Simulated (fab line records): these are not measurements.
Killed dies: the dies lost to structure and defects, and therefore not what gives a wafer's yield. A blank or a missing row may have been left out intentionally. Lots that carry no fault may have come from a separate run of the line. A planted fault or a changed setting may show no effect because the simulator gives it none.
Chamber matching / flow nand-harc / 4 sister chambers for NHARC_A_STAIRCASE_DESCUM_186 on rie-diel-03
The step chemistry O2, time 3 s. 8 wafers are shown with their chamber, then 9 later ones without.

## WAFERS PAIRED WITH THEIR CHAMBERS
wafer=L080.1; chamber=1; drypump-motor-current-A (A)=4.9; showerhead-plenum-p-Torr (Torr)=1.97
wafer=L081.5; chamber=1; drypump-motor-current-A (A)=4.9; showerhead-plenum-p-Torr (Torr)=1.97
wafer=L081.6; chamber=2; drypump-motor-current-A (A)=5.6; showerhead-plenum-p-Torr (Torr)=2.02
wafer=L083.5; chamber=0; drypump-motor-current-A (A)=5.6; showerhead-plenum-p-Torr (Torr)=2.00
wafer=L083.6; chamber=3; drypump-motor-current-A (A)=6.7; showerhead-plenum-p-Torr (Torr)=1.89
wafer=L088.3; chamber=2; drypump-motor-current-A (A)=5.7; showerhead-plenum-p-Torr (Torr)=2.02
wafer=L088.5; chamber=3; drypump-motor-current-A (A)=6.7; showerhead-plenum-p-Torr (Torr)=1.88
wafer=L088.6; chamber=0; drypump-motor-current-A (A)=5.6; showerhead-plenum-p-Torr (Torr)=1.99

## WAFERS WITH NO CHAMBER GIVEN
wafer=L093.1; drypump-motor-current-A (A)=6.8; showerhead-plenum-p-Torr (Torr)=1.88
wafer=L093.3; drypump-motor-current-A (A)=4.9; showerhead-plenum-p-Torr (Torr)=1.96
wafer=L093.6; drypump-motor-current-A (A)=6.8; showerhead-plenum-p-Torr (Torr)=1.88
wafer=L095.3; drypump-motor-current-A (A)=5.6; showerhead-plenum-p-Torr (Torr)=1.99
wafer=L095.5; drypump-motor-current-A (A)=4.9; showerhead-plenum-p-Torr (Torr)=1.96
wafer=L095.6; drypump-motor-current-A (A)=5.6; showerhead-plenum-p-Torr (Torr)=1.99
wafer=L096.1; drypump-motor-current-A (A)=5.6; showerhead-plenum-p-Torr (Torr)=2.01
wafer=L096.5; drypump-motor-current-A (A)=5.6; showerhead-plenum-p-Torr (Torr)=2.01
wafer=L096.6; drypump-motor-current-A (A)=6.7; showerhead-plenum-p-Torr (Torr)=1.88

## EACH ONE'S CHAMBER
wafer=L093.1; from the rows above=3; in truth=3
wafer=L093.3; from the rows above=1; in truth=1
wafer=L093.6; from the rows above=3; in truth=3
wafer=L095.3; from the rows above=0; in truth=0
wafer=L095.5; from the rows above=1; in truth=1
wafer=L095.6; from the rows above=0; in truth=0
wafer=L096.1; from the rows above=can't be placed: 2 or 0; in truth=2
wafer=L096.5; from the rows above=can't be placed: 2 or 0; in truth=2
wafer=L096.6; from the rows above=3; in truth=3
Correct placement for 7 of the 9. From these rows, 2 cannot be placed; in 2 the true chamber is one of the candidates. Number placed wrongly: 0.
How it was worked out, from the rows above alone: a wafer's distance from a chamber is the root of the sum, over the readings, of the square of ((its reading less the chamber's mean) divided by the reading's scatter). The wafer belongs to the nearest chamber; if the next one is less than 2 further off, it can't be placed. Each chamber's mean is taken over the wafers shown for it. The scatter: the root of (the sum of the squares of (reading less its chamber's mean) over the shown wafers, divided by (wafers less chambers)).
